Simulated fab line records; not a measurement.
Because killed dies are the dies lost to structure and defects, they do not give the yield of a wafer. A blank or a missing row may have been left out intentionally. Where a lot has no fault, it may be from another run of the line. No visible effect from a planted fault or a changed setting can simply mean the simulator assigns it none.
The same fault as seen by 3 desks + flow nandHarc + each desk holds nothing but its own numbers, with what lay behind them at the end

AT THE METROLOGY DESK
Lot by lot, what the gauges showed, no matter which tool ran the lot: averages of those sampled wafers that carry a number. Marked OUT: a lot whose mean sits more than 4 standard deviations from the usual mean, which makes it out of limits; the brackets give that distance.
Columns: A = thkNm at NHARC_P_BONDPAD_THK_MEAS_33, usual 199.9 nm
| lot  | first seen here | A     |
|------|-----------------|-------|
| L198 | day 7 03:49     | 199.4 |
| L201 | day 7 15:30     | 201.1 |
| L202 | day 8 04:48     | 199.3 |
| L203 | day 8 23:20     | 199.2 |
| L206 | day 9 18:17     | 199.8 |
| L207 | day 10 06:29    | 201.0 |
| L209 | day 11 05:53    | 201.8 |
| L211 | day 12 13:14    | 199.6 |
| L212 | day 12 14:03    | 200.6 |
| L217 | day 14 11:11    | 198.7 |
| L220 | day 15 10:42    | 200.3 |
| L221 | day 16 02:18    | 201.6 |
Finding of this desk: none of the 12 lots has anything out of limits.

FOR THE TOOL OWNER'S DESK: rieDiel-09
The tool's own readings at NHARC_P_BONDPAD_ETCH_24 (etches the open film in CF4/N2, target depth 30 nm, time 72.99 s): means of the sampled wafers that have a number, for each lot that ran on this tool. Marked OUT: a lot whose mean sits more than 4 standard deviations from the usual mean, which makes it out of limits; the brackets give that distance.
Columns: A = drypumpMotorCurrentA at NHARC_P_BONDPAD_ETCH_24, usual 5.9 A; B = oesProductAu at NHARC_P_BONDPAD_ETCH_24, usual 1.000 a.u.; C = rfVppV at NHARC_P_BONDPAD_ETCH_24, usual 314.9 V; D = runLengthS at NHARC_P_BONDPAD_ETCH_24, usual 94.4 s; E = showerheadPlenumPTorr at NHARC_P_BONDPAD_ETCH_24, usual 2.66 Torr; F = throttleValvePct at NHARC_P_BONDPAD_ETCH_24, usual 19.794 %
| lot  | first seen here | A   | B     | C     | D              | E    | F      |
|------|-----------------|-----|-------|-------|----------------|------|--------|
| L201 | day 7 16:49     | 6.3 | 1.002 | 315.1 | 94.2           | 2.69 | 19.793 |
| L203 | day 9 00:40     | 6.4 | 1.004 | 315.8 | 94.5           | 2.75 | 19.798 |
| L207 | day 10 07:50    | 6.3 | 1.002 | 316.1 | 94.4           | 2.74 | 19.803 |
| L209 | day 11 07:15    | 6.3 | 1.008 | 316.0 | 94.3           | 2.74 | 19.804 |
| L212 | day 12 15:24    | 6.4 | 0.993 | 316.1 | 76.1 (-47) OUT | 2.73 | 19.786 |
| L221 | day 16 03:38    | 6.4 | 1.011 | 315.2 | 94.1           | 2.73 | 19.781 |
This desk's finding: out of limits on L212; first on L212, day 12 15:24 (runLengthS at NHARC_P_BONDPAD_ETCH_24). L201, L203, L207, L209, L221: within limits.

THE DEFECT DESK
For each lot, the counts of the inspections along the route, averaged over the sampled wafers that have a number. Marked OUT: a lot whose mean sits more than 4 standard deviations from the usual mean, which makes it out of limits; the brackets give that distance.
Columns: A = rawDefectCount at NHARC_P_BONDPAD_INSPECT_23, usual 315
| lot  | first seen here | A   |
|------|-----------------|-----|
| L198 | day 7 07:01     | 377 |
| L201 | day 7 18:50     | 349 |
| L202 | day 8 08:00     | 354 |
| L203 | day 9 02:40     | 370 |
| L206 | day 9 21:45     | 306 |
| L207 | day 10 09:56    | 376 |
| L209 | day 11 09:20    | 298 |
| L211 | day 12 16:31    | 288 |
| L212 | day 12 17:28    | 224 |
| L217 | day 14 14:32    | 243 |
| L220 | day 15 14:29    | 294 |
| L221 | day 16 05:40    | 244 |
Finding of this desk: none of the 12 lots has anything out of limits.

BROUGHT TOGETHER
At day 12 15:24, on L212, the tool owner's desk was in a position to raise an alarm.
Nothing out of limits was seen by the metrology desk.
The defect desk saw nothing out of limits.
The metrology desk holds a record of L212, inside its limits.
The defect desk has L212 on record, within its limits.
Every lot named ran NHARC_P_BONDPAD_ETCH_24 on rieDiel-09.

WHAT WAS PUT IN BY THE SIMULATOR
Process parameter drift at NHARC_P_BONDPAD_ETCH_24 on rieDiel-09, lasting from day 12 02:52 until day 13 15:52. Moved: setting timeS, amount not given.
Shown lots that were struck: L212.
Hours from the fault's start to each desk's first reading out of limits: the tool owner's desk, 13.
